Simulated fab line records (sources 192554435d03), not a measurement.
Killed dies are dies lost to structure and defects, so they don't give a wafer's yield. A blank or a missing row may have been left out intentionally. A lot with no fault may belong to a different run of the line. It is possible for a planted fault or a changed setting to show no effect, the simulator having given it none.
fab line records -- flow n5Finfet
record: lots: 11, wafers: 30, lastDay: 15
route steps=1938 shown BEOL_M9@1458 BEOL_M10@1470 PASSIVATION@1936
lots untouched by any fault: they come from a run of this same line in which no faults occurred
startH: hours from the record's first day to the start of the lot's first wafer shown -- waitH: hours since the lot's step before -- " same as the row above -- L1.1+2: a row that stands for several wafers -- - no value, or no start given -- * or withheld: withheld -- < > ~ a bound
route shown NAME@n: a module of which the file shows steps, and the number in the route of the first -- usual: mean/standard deviation of fault-free wafers -- same: alike in all rows -- chamber/n: place in a boat -- sites: each site's reading -- _std_site: the standard deviation of these -- _edge_site: outer sites' mean less inner sites' -- radiusMm: how far each site lies from the wafer's centre -- mask NAME#n: copy n -- behind: the last tool/chamber to shape the wafer -- hold: the reason the lot was held/the length of the hold in hours/how it ended -- device: which transistor (n, p or np) failed to switch -- end of line: the route-end tests of the same wafers -- where a step has no rows: the recipe by itself -- killed: dies that structure and defects cost at the first sort, which is not the same as the wafer's yield -- map: shows each die of a wafer: x if killed, . if not, _ if none is there
set.NAME: setting as actually run; set.NAME@STEP: the setting as run at that earlier step -- model.NAME: the simulator's own value behind a step, which no gauge read
route steps across a sampled set of lots; one table per step, one row per wafer
services: a tool's chamber out of use, with start hour (startH, from the record's first day; less than 0 if before it), hours out, and reason
== steps ==
step: N5_BEOL_M9_ALD_74
recipe: material: TaN, targetThkA: 20, tempC: 275, aldPrecursorFamily: PDMAT, aldCoReactant: NH3, pressureTorr: 3, carrierFlowSccm: 1500, pulseTimeS: 2, purgeTimeS: 3, coReactantPurgeTimeS: 2, coReactantPulseTimeS: 3, aldCycles: 40, precursorVesselTempC: 75, precursorVesselPressureTorr: 26.25, precursorVesselCarrierSccm: 1000
usual: heaterPowerOuterW: 219/16, heaterPowerW: 398/30, mfcCarrierSccm: 1500/4.4
lot.wafer,tool,chamber,startH,waitH,heaterPowerOuterW,heaterPowerW,mfcCarrierSccm,sinceWetCleanH
L792.3,aldMetal-03,3,214.91,0.0,234,428,1496,4493
L792.4,aldMetal-03,1,214.91,0.0,220,401,1498,4493
L792.5,aldMetal-03,0,214.91,0.0,201,347,1505,-
L796.2,aldMetal-03,0,240.99,0.0,192,347,1505,4519
L796.3,aldMetal-03,2,240.99,0.0,186,342,1509,4519
L796.4,aldMetal-03,1,240.99,0.0,221,404,1491,4519
L795.2,aldMetal-04,0,241.00,0.1,209,387,1499,1442
L795.6,aldMetal-04,3,241.00,0.1,233,450,1499,-
L799.1,aldMetal-04,0,243.13,0.1,205,382,1497,1444
L799.2,aldMetal-04,1,243.13,0.1,229,440,1501,1444
L799.4,aldMetal-04,3,243.13,0.1,231,448,1504,1444
L797.1,aldMetal-02,3,249.69,0.0,236,410,1503,6067
L797.2,aldMetal-02,1,249.69,0.0,235,380,1501,6067
L798.2,aldMetal-04,2,257.91,0.1,230,405,1496,1459
L798.3,aldMetal-04,1,257.91,0.1,233,423,1502,1459
L798.4,aldMetal-04,0,257.91,0.1,210,381,1499,1459
L801.1,aldMetal-02,0,276.00,0.0,215,406,1497,6093
L801.3,aldMetal-02,1,276.00,0.0,237,390,1502,6093
L801.5,aldMetal-02,1,276.00,0.0,244,376,1502,-
L802.3,aldMetal-04,2,276.43,0.0,225,400,1500,1478
L802.5,aldMetal-04,1,276.43,0.0,230,431,1501,-
L802.6,aldMetal-04,0,276.43,0.0,208,390,1499,-
L803.4,aldMetal-03,3,294.93,0.0,231,420,1499,4573
L803.5,aldMetal-03,1,294.93,0.0,224,397,1494,-
L807.1,aldMetal-04,2,304.75,0.0,224,398,1498,1506
L807.4,aldMetal-04,0,304.75,0.0,212,393,1499,1506
L807.6,aldMetal-04,3,304.75,0.0,238,444,1499,-
L808.1,aldMetal-02,0,305.43,0.0,211,400,1500,6122
L808.2,aldMetal-02,2,305.43,0.0,213,404,1504,6122
L808.4,aldMetal-02,3,305.43,0.0,231,401,1497,6122
step: N5_BEOL_M9_INSPECT_58
recipe: inspectInstrument: darkfield, mode: postDep
usual: rawDefectCount: 67/22
lot.wafer,tool,chamber,startH,waitH,rawDefectCount
L792.3,defectInspect-02,-,216.89,0.3,196
L792.4,defectInspect-02,-,216.89,0.3,95
L792.5,defectInspect-02,-,216.89,0.3,68
L796.2,defectInspect-01,-,242.68,0.0,60
L796.3,defectInspect-01,-,242.68,0.0,48
L796.4,defectInspect-01,-,242.68,0.0,47
L795.2,defectInspect-01,-,242.73,0.0,104
L795.6,defectInspect-01,-,242.73,0.0,65
L799.1,defectInspect-02,-,245.13,0.0,96
L799.2,defectInspect-02,-,245.13,0.0,65
L799.4,defectInspect-02,-,245.13,0.0,86
L797.1,defectInspect-01,-,251.52,0.0,46
L797.2,defectInspect-01,-,251.52,0.0,61
L798.2,defectInspect-01,-,260.99,0.0,85
L798.3,defectInspect-01,-,260.99,0.0,67
L798.4,defectInspect-01,-,260.99,0.0,69
L801.1,defectInspect-02,-,277.80,0.0,88
L801.3,defectInspect-02,-,277.80,0.0,38
L801.5,defectInspect-02,-,277.80,0.0,50
L802.3,defectInspect-01,-,279.16,0.0,58
L802.5,defectInspect-01,-,279.16,0.0,72
L802.6,defectInspect-01,-,279.16,0.0,58
L803.4,defectInspect-01,-,297.03,0.0,39
L803.5,defectInspect-01,-,297.03,0.0,66
L807.1,defectInspect-02,-,306.75,0.0,58
L807.4,defectInspect-02,-,306.75,0.0,64
L807.6,defectInspect-02,-,306.75,0.0,39
L808.1,defectInspect-01,-,308.55,0.0,58
L808.2,defectInspect-01,-,308.55,0.0,85
L808.4,defectInspect-01,-,308.55,0.0,45
step: N5_BEOL_M10_ILD_DEP_00
recipe: material: SiCOH_lowk, targetThkA: 3085.1, tempC: 300, precursor: DEMS/porogen, pressureTorr: 5, rfW: 500, timeS: 58
usual: heaterPowerOuterW: 154/36, heaterPowerW: 323/59, showerheadPlenumPTorr: 5.745/0.016, showerheadVppV: 1371/59, throttleValvePct: 14.2/0.63
lot.wafer,tool,chamber,startH,waitH,heaterPowerOuterW,heaterPowerW,showerheadPlenumPTorr,showerheadVppV,sinceWetCleanH,throttleValvePct
L792.3,pecvd-01,2,216.93,0.0,186,324,5.783,1426,529,13.9
L792.4,pecvd-01,0,216.93,0.0,120,229,5.718,1419,-,14.5
L792.5,pecvd-01,2,216.93,0.0,189,334,5.751,1429,-,14.0
L796.2,pecvd-03,0,242.72,0.0,195,375,5.749,1398,765,13.7
L796.3,pecvd-03,1,242.72,0.0,206,416,5.711,1456,1490,14.4
L796.4,pecvd-03,0,242.72,0.0,201,367,5.741,1398,-,13.6
L795.2,pecvd-02,2,242.76,0.0,118,272,5.758,1270,186,14.0
L795.6,pecvd-02,2,242.76,0.0,128,293,5.748,1249,-,14.2
L799.1,pecvd-02,1,245.17,0.0,188,393,5.763,1406,1674,14.5
L799.2,pecvd-02,2,245.17,0.0,99,259,5.745,1253,189,14.2
L799.4,pecvd-02,2,245.17,0.0,108,266,5.745,1260,-,14.1
L797.1,pecvd-02,2,251.56,0.0,120,285,5.765,1259,195,14.3
L797.2,pecvd-02,0,251.56,0.0,152,327,5.758,1323,955,14.1
L798.2,pecvd-02,1,261.03,0.0,205,423,5.743,1398,1690,14.7
L798.3,pecvd-02,2,261.03,0.0,122,288,5.752,1254,205,13.8
L798.4,pecvd-02,0,261.03,0.0,151,326,5.763,1350,-,13.8
L801.1,pecvd-03,0,277.84,0.0,169,334,5.764,1402,800,13.6
L801.3,pecvd-03,2,277.84,0.0,124,288,5.736,1371,46,13.1
L801.5,pecvd-03,0,277.84,0.0,181,333,5.749,1421,-,13.7
L802.3,pecvd-01,2,279.23,0.1,196,332,5.751,1435,-,13.8
L802.5,pecvd-01,1,279.23,0.1,161,332,5.756,1330,-,15.7
L802.6,pecvd-01,2,279.23,0.1,200,348,5.738,1404,-,13.9
L803.4,pecvd-03,0,297.09,0.1,186,353,5.754,1395,-,13.8
L803.5,pecvd-03,2,297.09,0.1,126,294,5.723,1396,-,13.2
L807.1,pecvd-02,0,306.78,0.0,129,293,5.759,1315,1011,14.0
L807.4,pecvd-02,2,306.78,0.0,129,296,5.749,1277,-,14.2
L807.6,pecvd-02,0,306.78,0.0,133,304,5.752,1344,-,14.1
L808.1,pecvd-02,0,308.59,0.0,150,320,5.764,1373,1012,14.0
L808.2,pecvd-02,2,308.59,0.0,124,283,5.744,1261,252,14.2
L808.4,pecvd-02,0,308.59,0.0,151,329,5.759,1353,-,13.8
step: N5_BEOL_M10_PECVD_70
recipe: material: SiO2, targetThkA: 200, tempC: 400, precursor: TEOS/O2, pressureTorr: 5.5, rfW: 450, teosFlowSccm: 53.8, gas: O2, flowSccm: 3000, timeS: 22.7
usual: heaterPowerOuterW: 455/73, heaterPowerW: 751/110, showerheadPlenumPTorr: 8.79/0.063, showerheadVppV: 1311/52, susceptorTempC: 400.01/0.22, throttleValvePct: 22.8/1.1
lot.wafer,tool,chamber,startH,waitH,heaterPowerOuterW,heaterPowerW,showerheadPlenumPTorr,showerheadVppV,sinceWetCleanH,susceptorTempC,throttleValvePct
L792.3,pecvd-01,1,217.77,0.0,454,754,8.88,1278,2009,399.57,25.4
L792.4,pecvd-01,0,217.77,0.0,344,536,8.73,1321,-,399.91,23.6
L792.5,pecvd-01,1,217.77,0.0,447,764,8.84,1258,-,400.23,25.1
L796.2,pecvd-03,0,243.34,0.0,550,829,8.82,1335,766,400.19,22.2
L796.3,pecvd-03,1,243.34,0.0,560,954,8.73,1358,1491,400.21,22.9
L796.4,pecvd-03,2,243.34,0.0,363,666,8.73,1303,-,400.02,20.8
L795.2,pecvd-02,1,243.90,0.0,536,899,8.83,1339,1673,399.96,23.2
L795.6,pecvd-02,1,243.90,0.0,543,909,8.82,1345,-,400.10,23.3
L799.1,pecvd-03,2,245.82,0.0,431,741,8.72,1300,14,399.73,20.9
L799.2,pecvd-03,1,245.82,0.0,452,805,8.72,1362,1493,399.93,23.0
L799.4,pecvd-03,0,245.82,0.0,556,850,8.83,1325,-,399.85,22.2
L797.1,pecvd-03,1,252.19,0.0,547,912,8.73,1364,1500,400.38,23.4
L797.2,pecvd-03,2,252.19,0.0,449,769,8.69,1298,21,399.87,21.2
L798.2,pecvd-03,0,261.66,0.0,544,845,8.82,1311,784,400.29,22.4
L798.3,pecvd-03,1,261.66,0.0,469,833,8.71,1373,1509,399.89,23.1
L798.4,pecvd-03,0,261.66,0.0,543,857,8.84,1321,-,400.41,22.0
L801.1,pecvd-02,1,278.47,0.0,549,915,8.83,1338,1707,399.83,23.3
L801.3,pecvd-02,0,278.47,0.0,458,770,8.87,1286,982,399.98,22.5
L801.5,pecvd-02,2,278.47,0.0,375,666,8.84,1183,-,399.80,22.7
L802.3,pecvd-03,2,279.96,0.0,408,719,8.69,1329,48,399.63,20.9
L802.5,pecvd-03,2,279.96,0.0,418,733,8.73,1341,-,399.86,20.8
L802.6,pecvd-03,0,279.96,0.0,511,789,8.83,1337,-,400.09,22.2
L803.4,pecvd-01,0,297.71,0.1,380,587,8.73,1317,-,400.00,23.9
L803.5,pecvd-01,2,297.71,0.1,433,639,8.85,1316,-,400.25,22.5
L807.1,pecvd-03,1,307.89,0.0,566,940,8.75,1384,1556,400.29,23.2
L807.4,pecvd-03,1,307.89,0.0,570,969,8.72,1383,-,400.18,23.1
L807.6,pecvd-03,2,307.89,0.0,538,900,8.72,1285,-,435.22,20.8
L808.1,pecvd-03,2,309.24,0.0,584,967,8.72,1311,78,434.76,21.1
L808.2,pecvd-03,0,309.24,0.0,532,821,8.81,1337,832,399.71,22.2
L808.4,pecvd-03,1,309.24,0.0,537,896,8.71,1376,-,400.37,23.0
step: N5_BEOL_M10_CMP_52
recipe: stopOn: SiCOH_lowk, tOverpolishS: 7, downForcePsi: 1, platenRpm: 50, clearingPlatenDownForcePsi: 1.5, clearingPlatenRpm: 50, postCmpClean: cuAlkaline, targetThkNm: 140, clearingPlatenPadVelocityMS: 0.99484, padVelocityMS: 0.99484
usual: barrierFieldEndpointS: 29.1/0.78, motorCurrentA: 5.9/0.47
lot.wafer,tool,chamber,startH,waitH,barrierFieldEndpointS,motorCurrentA
L792.4,cmp-02,3,226.66,0.2,29.0,5.2
L792.3,cmp-02,0,226.66,0.2,30.0,5.8
L792.5,cmp-02,2,226.66,0.2,30.2,6.3
L795.2,cmp-01,1,251.27,0.3,28.7,5.7
L795.6,cmp-01,0,251.27,0.3,28.9,5.1
L796.3,cmp-01,0,251.90,0.2,27.7,5.2
L796.4,cmp-01,1,251.90,0.2,29.4,5.6
L796.2,cmp-01,3,251.90,0.2,28.2,6.0
L799.1,cmp-02,1,252.51,0.3,27.9,6.4
L799.2,cmp-02,3,252.51,0.3,28.7,5.5
L799.4,cmp-02,0,252.51,0.3,30.1,5.9
L797.2,cmp-04,2,258.16,0.2,30.2,6.4
L797.1,cmp-04,1,258.16,0.2,28.8,6.3
L798.4,cmp-02,2,269.29,0.1,29.5,6.2
L798.2,cmp-02,3,269.29,0.1,28.7,5.1
L798.3,cmp-02,0,269.29,0.1,28.3,5.7
L801.3,cmp-02,1,286.08,0.2,28.5,6.7
L801.1,cmp-02,3,286.08,0.2,27.5,5.3
L801.5,cmp-02,2,286.08,0.2,28.8,5.9
L802.3,cmp-02,1,287.09,0.3,27.1,6.8
L802.6,cmp-02,2,287.09,0.3,29.7,6.1
L802.5,cmp-02,3,287.09,0.3,28.0,5.5
L803.4,cmp-02,1,305.23,0.2,28.8,6.7
L803.5,cmp-02,3,305.23,0.2,27.9,5.4
L808.2,cmp-01,2,318.41,0.2,28.7,5.8
L808.4,cmp-01,0,318.41,0.2,28.2,5.1
L808.1,cmp-01,1,318.41,0.2,23.3,5.9
L807.4,cmp-04,2,318.59,0.1,29.9,5.9
L807.1,cmp-04,3,318.59,0.1,28.6,6.1
L807.6,cmp-04,2,318.59,0.1,24.2,5.8
step: N5_PASSIVATION_PROBE_49
usual: defectLimitedYield: 91.5/1.5, killed_at_M0_to_M3: 30/11, killed_at_M4_up: 13/4.9, killedAtContacts: 14/6.5, killedAtFrontEnd: 40/11, killedAtOther: 3.3/2.7, killedDies: 100/18, killedOpen: 67/14, killedShort: 32/7.8, sort_bin_5_function: 5.0/0.97, sort_bin_6_memory: 3.2/0.75, sortNPass: 1080/18, sortYieldPct: 91.5/1.5
same: grossDies: 1180, killedAtBackSide: 0, sort_bin_4_leakage[%]: 0, sort_bin_8_speed[%]: 0
lot.wafer,tool,chamber,startH,waitH,defectLimitedYield[%],killed_at_M0_to_M3,killed_at_M4_up,killedAtContacts,killedAtFrontEnd,killedAtOther,killedDies,killedOpen,killedShort,sort_bin_5_function[%],sort_bin_6_memory[%],sortNPass,sortYieldPct[%]
L792.3,prober-01,-,285.01,0.1,91.1,38,13,10,40,4,105,78,27,5.0,3.5,1075,91.1
L792.4,prober-01,-,285.06,0.2,93.1,28,18,10,25,1,82,60,22,4.0,2.8,1098,93.1
L792.5,prober-01,-,285.11,0.2,93.1,13,22,15,30,1,81,66,15,4.2,2.5,1099,93.1
L799.1,prober-01,-,308.48,0.0,92.3,29,17,6,36,3,91,64,27,5.1,2.5,1089,92.3
L799.2,prober-01,-,308.53,0.1,92.5,34,11,14,28,2,89,66,23,5.2,2.1,1091,92.5
L799.4,prober-01,-,308.63,0.2,90.2,29,19,15,52,1,116,73,35,5.8,3.0,1064,90.2
L803.4,prober-01,-,354.90,0.2,87.2,58,10,27,53,3,151,110,41,7.9,4.5,1029,87.2
L803.5,prober-01,-,354.95,0.2,90.2,44,14,22,35,1,116,85,31,5.6,3.9,1064,90.2
L808.1,prober-01,-,366.53,0.0,91.6,25,7,11,50,6,99,65,29,4.7,2.6,1081,91.6
L808.2,prober-01,-,366.58,0.1,90.8,34,13,8,52,2,109,75,32,5.0,3.9,1071,90.8
L808.4,prober-01,-,366.68,0.2,93.6,23,9,10,32,2,76,54,21,4.3,1.9,1104,93.6
L807.4,prober-02,-,370.66,0.9,90.8,32,18,5,49,5,109,65,43,5.0,3.7,1071,90.8
L807.6,prober-02,-,370.76,1.0,89.1,36,30,9,50,4,129,91,37,6.8,3.6,1051,89.1
killed by level:class
L792.3 STI_FIN_REVEAL:geometricParticle:open=14 BEOL_M2:geometricParticle:open=12 MOL_CONTACT_COAG:geometricParticle:open=9 BEOL_M0_SAQP:geometricParticle:open=9 BEOL_M1:geometricParticle:open=6 BEOL_M0_SAQP:geometricParticle:short=5 STARTING-WAFER:geometricParticle:open=5 BEOL_M4:geometricParticle:open=5
L792.4 MOL_CONTACT_COAG:geometricParticle:open=8 BEOL_M5:geometricParticle:open=7 BEOL_M0_SAQP:geometricParticle:open=6 BEOL_M2:geometricParticle:open=6 DUMMY_GATE:geometricParticle:open=5 BEOL_M4:geometricParticle:open=5 STARTING-WAFER:geometricParticle:open=4 FIN_SAQP:geometricParticle:short=3
L792.5 MOL_CONTACT_COAG:geometricParticle:open=14 BEOL_M4:geometricParticle:open=9 STI_FIN_REVEAL:geometricParticle:open=7 FIN_SAQP:geometricParticle:open=6 DUMMY_GATE:geometricParticle:open=6 BEOL_M5:geometricParticle:open=6 BEOL_M0_SAQP:geometricParticle:open=5 GATE_CUT:geometricParticle:short=3
L799.1 FIN_SAQP:geometricParticle:short=10 BEOL_M2:geometricParticle:open=10 BEOL_M3:geometricParticle:open=9 BEOL_M6:geometricParticle:open=7 FIN_SAQP:geometricParticle:open=5 MOL_CONTACT_COAG:geometricParticle:open=5 STI_FIN_REVEAL:geometricParticle:open=4 GATE_CUT:geometricParticle:short=3
L799.2 MOL_CONTACT_COAG:geometricParticle:open=13 BEOL_M3:geometricParticle:open=10 BEOL_M2:geometricParticle:open=7 BEOL_M0_SAQP:geometricParticle:short=7 FIN_SAQP:geometricParticle:short=5 DUMMY_GATE:geometricParticle:open=4 BEOL_M1:geometricParticle:open=4 FIN_CUT:geometricParticle:short=3
L799.4 FIN_SAQP:geometricParticle:short=21 MOL_CONTACT_COAG:geometricParticle:open=14 FIN_SAQP:geometricParticle:open=10 BEOL_M2:geometricParticle:open=10 BEOL_M4:geometricParticle:open=10 BEOL_M3:geometricParticle:open=8 HKMG_FIN:areaEtch=8 DUMMY_GATE:geometricParticle:open=3
L803.4 MOL_CONTACT_COAG:geometricParticle:open=25 FIN_SAQP:geometricParticle:open=13 FIN_SAQP:geometricParticle:short=13 BEOL_M3:geometricParticle:open=12 BEOL_M2:geometricParticle:short=10 BEOL_M0_SAQP:geometricParticle:open=10 BEOL_M2:geometricParticle:open=10 STI_FIN_REVEAL:geometricParticle:open=9
L803.5 MOL_CONTACT_COAG:geometricParticle:open=21 BEOL_M0_SAQP:geometricParticle:open=15 FIN_SAQP:geometricParticle:open=14 BEOL_M0_SAQP:geometricParticle:short=11 BEOL_M2:geometricParticle:open=7 FIN_SAQP:geometricParticle:short=6 STI_FIN_REVEAL:geometricParticle:open=4 BEOL_M5:geometricParticle:open=4
L808.1 STI_FIN_REVEAL:geometricParticle:open=13 MOL_CONTACT_COAG:geometricParticle:open=9 DUMMY_GATE:geometricParticle:open=7 FIN_SAQP:geometricParticle:short=6 FIN_SAQP:geometricParticle:open=5 BEOL_M1:geometricParticle:open=5 BEOL_M0_SAQP:geometricParticle:short=5 BEOL_M2:geometricParticle:open=5
L808.2 FIN_SAQP:geometricParticle:open=21 FIN_SAQP:geometricParticle:short=9 STI_FIN_REVEAL:geometricParticle:open=9 BEOL_M1:geometricParticle:open=7 MOL_CONTACT_COAG:geometricParticle:open=6 BEOL_M3:geometricParticle:open=6 BEOL_M0_SAQP:geometricParticle:open=5 BEOL_M0_SAQP:geometricParticle:short=5
L808.4 FIN_SAQP:geometricParticle:open=9 MOL_CONTACT_COAG:geometricParticle:open=8 BEOL_M1:geometricParticle:open=7 DUMMY_GATE:geometricParticle:open=6 BEOL_M2:geometricParticle:open=5 FIN_SAQP:geometricParticle:short=4 STARTING-WAFER:geometricParticle:open=4 BEOL_M1:geometricParticle:short=4
L807.4 FIN_SAQP:geometricParticle:short=14 FIN_SAQP:geometricParticle:open=10 STI_FIN_REVEAL:geometricParticle:open=10 BEOL_M4:geometricParticle:open=10 BEOL_M2:geometricParticle:open=6 BEOL_M0_SAQP:geometricParticle:short=5 BEOL_M1:geometricParticle:open=5 MOL_CONTACT_COAG:geometricParticle:open=4
L807.6 STI_FIN_REVEAL:geometricParticle:open=20 BEOL_M4:geometricParticle:open=17 BEOL_M0_SAQP:geometricParticle:short=10 FIN_SAQP:geometricParticle:open=9 FIN_SAQP:geometricParticle:short=9 BEOL_M3:geometricParticle:open=9 MOL_CONTACT_COAG:geometricParticle:open=8 STI_FIN_REVEAL:geometricParticle:short=5
== services ==
tool,chamber,startH,hours,kind
pecvd-03,2,202.56,-,clean
pecvd-03,2,202.56,-,consumableReplace:showerhead
pecvd-03,2,202.56,29.0,scheduledDown
pecvd-03,2,202.56,29.0,ventCycle
pecvd-02,-,207.67,14.6,pm
pecvd-03,0,209.72,2.1,scheduledDown
cmp-01,-,210.13,3.9,repair
cmp-01,-,218.67,0.6,repair
pecvd-03,-,231.62,0.9,repair
cmp-02,-,231.83,6.2,pm
cmp-01,-,234.27,4.8,repair
pecvd-02,0,234.62,16.0,repair
cmp-02,-,249.68,2.6,repair
cmp-04,-,266.60,13.3,pm
pecvd-01,0,267.38,19.8,repair
aldMetal-03,1,269.22,2.1,repair
cmp-02,-,282.05,0.3,repair
cmp-04,-,286.89,0.5,repair
cmp-01,-,287.82,4.0,pm
pecvd-02,-,291.96,6.0,pm
cmp-04,-,298.80,0.6,repair
pecvd-02,1,306.84,14.1,repair
pecvd-03,2,309.88,2.1,scheduledDown
cmp-02,-,313.03,4.0,pm
== key ==
firstSign: step: N5_BEOL_M10_PECVD_70, reading: susceptorTempC, direction: up, sigmas: 99+, usual: *, struck: *
effect: step: N5_BEOL_M10_CMP_52, reading: barrierFieldEndpointS, direction: down, sigmas: 6.9, usual: 29.1, struck: 23.7
metAt N5_BEOL_M10_PECVD_70
struckLots L807,L808
struckWafers L807.6,L808.1
notActingAt N5_BEOL_M9_ALD_74,N5_BEOL_M9_INSPECT_58,N5_BEOL_M10_ILD_DEP_00
onsetBetween 279.96 307.89
fault: kind: processParameterDrift, tool: pecvd-03, chamber: 2, onsetH: 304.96, steps: N5_BEOL_M10_PECVD_70, channel: tempC, offset: *, shape: step, endH: 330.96, actsIn: *, stated: *
